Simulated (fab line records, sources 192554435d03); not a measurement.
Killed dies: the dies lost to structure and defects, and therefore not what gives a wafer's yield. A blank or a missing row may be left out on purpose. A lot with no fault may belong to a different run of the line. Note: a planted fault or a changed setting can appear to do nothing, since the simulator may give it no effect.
Matching of chambers + flow n5Finfet + 4 sister chambers for N5_BEOL_M8_STRIP_67 on rieDiel-02
The step strips in CF4. 16 wafers are shown with their chamber, then 8 later ones without.

== WAFERS WITH THEIR CHAMBER ==
| wafer  | chamber | oesProductAu (a.u.) | showerheadPlenumPTorr (Torr) | throttleValvePct (%) |
|--------|---------|---------------------|------------------------------|----------------------|
| L078.3 | 3       | 0.69                | 1.75                         | 13.33                |
| L078.4 | 1       | 0.90                | 1.82                         | 13.09                |
| L078.6 | 0       | 0.68                | 1.70                         | 13.52                |
| L080.1 | 0       | 0.68                | 1.70                         | 13.55                |
| L080.2 | 3       | 0.69                | 1.74                         | 13.36                |
| L080.3 | 1       | 0.88                | 1.82                         | 13.11                |
| L082.2 | 0       | 0.67                | 1.69                         | 13.56                |
| L082.3 | 3       | 0.68                | 1.74                         | 13.35                |
| L082.6 | 0       | 0.67                | 1.70                         | 13.54                |
| L083.1 | 2       | 0.94                | 1.77                         | 13.36                |
| L083.3 | 0       | 0.68                | 1.69                         | 13.54                |
| L083.6 | 3       | 0.69                | 1.74                         | 13.37                |
| L086.2 | 2       | 0.92                | 1.77                         | 13.37                |
| L086.4 | 1       | 0.87                | 1.81                         | 13.15                |
| L086.6 | 2       | 0.92                | 1.77                         | 13.38                |
| L089.1 | 1       | 0.87                | 1.81                         | 13.17                |

SIGNATURES (means of the wafers above)
| reading               | chamber 0 | chamber 1 | chamber 2 | chamber 3 | scatter within a chamber |
|-----------------------|-----------|-----------|-----------|-----------|--------------------------|
| oesProductAu          | 0.6760    | 0.8800    | 0.9267    | 0.6875    | 0.00941                  |
| showerheadPlenumPTorr | 1.6960    | 1.8150    | 1.7700    | 1.7425    | 0.00496                  |
| throttleValvePct      | 13.5420   | 13.1300   | 13.3700   | 13.3525   | 0.0223                   |
Rule: distance of a wafer from a chamber = root of the sum over the readings of ((wafer's reading minus chamber's mean) / reading's scatter) squared. If the next closest chamber is less than 2 further off than the closest, the wafer can't be placed; otherwise it belongs to the closest. The scatter: the root of (the sum of the squares of (reading less its chamber's mean) over the shown wafers, divided by (wafers less chambers)).

== WAFERS WITHOUT THEIR CHAMBER ==
| wafer  | oesProductAu (a.u.) | showerheadPlenumPTorr (Torr) | throttleValvePct (%) |
|--------|---------------------|------------------------------|----------------------|
| L089.3 | 0.67                | 1.74                         | 13.40                |
| L089.4 | 0.86                | 1.81                         | 13.15                |
| L091.3 | 0.85                | 1.81                         | 13.17                |
| L091.4 | 0.89                | 1.77                         | 13.43                |
| L091.6 | 0.94                | 1.90                         | 13.01                |
| L093.1 | 0.92                | 1.90                         | 13.03                |
| L093.4 | 1.00                | 1.74                         | 12.83                |
| L093.6 | 0.84                | 1.81                         | 13.19                |

== THE CHAMBER EACH PASSED THROUGH ==
| wafer  | from the rows above | in truth                   |
|--------|---------------------|----------------------------|
| L089.3 | 3                   | 3                          |
| L089.4 | 1                   | 1                          |
| L091.3 | 1                   | 1                          |
| L091.4 | 2                   | 2                          |
| L091.6 | 1                   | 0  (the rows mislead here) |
| L093.1 | 1                   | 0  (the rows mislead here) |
| L093.4 | 1                   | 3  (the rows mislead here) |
| L093.6 | 1                   | 1                          |
Placed correctly: 5 of 8. Number that these rows cannot place: 0. Placed wrongly: 3.
